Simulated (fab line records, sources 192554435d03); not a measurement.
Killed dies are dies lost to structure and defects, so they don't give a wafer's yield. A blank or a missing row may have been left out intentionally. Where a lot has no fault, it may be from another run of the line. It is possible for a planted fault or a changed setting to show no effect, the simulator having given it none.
Matching of chambers -- flow n5Finfet -- N5_BEOL_M14_DESCUM_15 on rieDiel-06: 4 sister chambers
The step chemistry O2, time 7.9 s. 14 wafers are shown with their chamber, then 7 later ones without.

== WAFERS PAIRED WITH THEIR CHAMBERS ==
wafer,chamber,throttleValvePct (%),oesProductAu (a.u.),biasPowerW (W)
L075.1,1,20.39,0.70,20.02
L075.2,0,20.16,0.82,19.94
L075.3,2,20.73,0.80,19.95
L075.4,1,20.39,0.70,19.93
L075.5,2,20.74,0.80,19.97
L075.6,0,20.14,0.81,19.90
L080.1,1,20.42,0.68,19.90
L080.3,3,20.24,0.96,20.03
L080.4,2,20.76,0.79,20.08
L087.1,1,20.08,0.94,20.00
L087.2,2,20.81,0.76,19.97
L087.5,1,20.08,0.94,20.16
L088.1,2,20.82,0.74,19.97
L088.2,1,20.09,0.92,19.91

SIGNATURES (means of the wafers above)
reading,chamber 0,chamber 1,chamber 2,chamber 3,scatter within a chamber
throttleValvePct,20.1500,20.2417,20.7720,20.2400,0.126
oesProductAu,0.8150,0.8133,0.7780,0.9600,0.0948
biasPowerW,19.9200,19.9867,19.9880,20.0300,0.0772
Rule: for each reading, subtract the chamber's mean from the wafer's reading, divide by that reading's scatter and square the result; add these up over the readings and take the root, which gives the wafer's distance from the chamber. If the next closest chamber is less than 2 further off than the closest, the wafer can't be placed; otherwise it belongs to the closest. The scatter: the root of (the sum of the squares of (reading less its chamber's mean) over the shown wafers, divided by (wafers less chambers)).

== WAFERS MISSING THEIR CHAMBER ==
wafer,throttleValvePct (%),oesProductAu (a.u.),biasPowerW (W)
L088.4,20.27,0.87,19.98
L097.1,20.83,0.74,20.09
L097.2,20.23,0.77,20.03
L097.3,20.11,0.91,19.90
L097.4,20.30,0.87,20.05
L097.5,20.10,0.92,19.96
L097.6,20.84,0.75,20.03

== WHICH CHAMBER EACH WENT THROUGH ==
wafer,from the rows above,in truth
L088.4,can't be placed: 1 or 3 or 0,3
L097.1,2,2
L097.2,can't be placed: 1 or 0 or 3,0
L097.3,can't be placed: 0 or 1 or 3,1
L097.4,can't be placed: 3 or 1 or 0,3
L097.5,can't be placed: 0 or 3 or 1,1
L097.6,2,2
Placed correctly: 2 of 7. Unplaceable from these rows: 5, with the true chamber sitting among the candidates in 5. Wrongly placed: 0.
